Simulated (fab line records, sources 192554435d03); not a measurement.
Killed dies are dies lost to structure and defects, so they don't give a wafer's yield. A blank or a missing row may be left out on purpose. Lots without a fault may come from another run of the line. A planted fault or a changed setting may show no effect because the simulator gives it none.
Chamber matching | flow n5_finfet | N5_BEOL_M4_ALD_84 on ald_metal-03: 4 sister chambers
The step deposits TaN, pulse time 2 s, purge time 3 s, co reactant purge time 2 s. 4 wafers are shown with their chamber, then 9 later ones without.

WAFERS WITH THEIR CHAMBER
wafer  | chamber | heater_power_w (W)
L081.2 | 3       | 463
L081.3 | 1       | 397
L087.4 | 0       | 402
L087.6 | 2       | 407

WAFERS WITHOUT THEIR CHAMBER
wafer  | heater_power_w (W)
L090.2 | 472
L090.3 | 394
L090.5 | 411
L094.1 | 401
L094.5 | 408
L094.6 | 389
L097.2 | 413
L097.3 | 469
L097.5 | 412

WHICH CHAMBER EACH WENT THROUGH
wafer  | from the rows above          | in truth
L090.2 | 3                            | 3
L090.3 | can't be placed: 1 or 0 or 2 | 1
L090.5 | can't be placed: 2 or 0 or 1 | 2
L094.1 | can't be placed: 0 or 1 or 2 | 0
L094.5 | can't be placed: 2 or 0 or 1 | 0
L094.6 | can't be placed: 1 or 0 or 2 | 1
L097.2 | can't be placed: 2 or 0 or 1 | 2
L097.3 | 3                            | 3
L097.5 | can't be placed: 2 or 0 or 1 | 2
Placed correctly: 2 of 9. Can't be placed from these rows: 7 (the true chamber is among the candidates in 7). Placed wrongly: 0.
How it was worked out, from the rows above alone: a wafer's distance from a chamber is the root of the sum, over the readings, of the square of ((its reading less the chamber's mean) divided by the reading's scatter). The wafer belongs to the nearest chamber; if the next one is less than 2 further off, it can't be placed. A chamber's mean is the mean of its shown wafers. The scatter: with one shown wafer a chamber, the root of the mean of the squares of how far each hidden wafer lies from its nearest shown one.
